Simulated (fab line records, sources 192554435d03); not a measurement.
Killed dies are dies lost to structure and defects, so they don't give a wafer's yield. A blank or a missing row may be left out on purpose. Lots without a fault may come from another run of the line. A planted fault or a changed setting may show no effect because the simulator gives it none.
Which tool did it? | flow n5_finfet | 10 lots, 30 wafers sampled, at 1 step of a route of 1938

WHAT THE GAUGES READ, wafer by wafer
N5_HKMG_FIN_OVL_MEAS_13.
lot  | measured     | on         | NWFM_OVL (nm)
L076 | day 4 15:08  | overlay-01 | 0.6 0.7 1.7
L079 | day 5 07:13  | overlay-02 | -0.9 -0.7 -0.3
L081 | day 5 22:01  | overlay-01 | 1.4 0.8 0.9
L084 | day 6 13:02  | overlay-02 | -0.1 0.3 -0.2
L085 | day 6 23:32  | overlay-02 | 0.5 0.5 1.9
L088 | day 7 18:38  | overlay-02 | -0.2 1.7 0.6
L090 | day 8 02:01  | overlay-02 | -0.4 0.0 -0.8
L092 | day 8 14:37  | overlay-01 | 0.7 2.1 1.8
L094 | day 9 08:46  | overlay-02 | 0.9 1.2 1.4
L096 | day 10 02:25 | overlay-02 | 0.8 -1.0 0.4

WHICH TOOL RAN EACH LOT (tool, then ch and the chambers of the sampled wafers, then the start)
The record holds no process step before these readings.

THE ANSWER, worked out from the rows above alone
Rule: what is usual is taken from the lots themselves. Put in order of their means at a reading, lots are off if they are a third of the lots or fewer, leave a main group of 4 or more, and stand apart from it by a gap of 3 or more times the standard deviation of the main group's means; of several such gaps the widest counts. A main group whose means are all the same, to the digits that the tables above print for the reading, isn't used. A lot without any number at a reading at which 4 lots or more have one is off too. The other lots that the step has rows for count as sound.
No lot is off at any reading shown: from this, nothing can be told.

WHAT THE SIMULATOR HAD PUT IN
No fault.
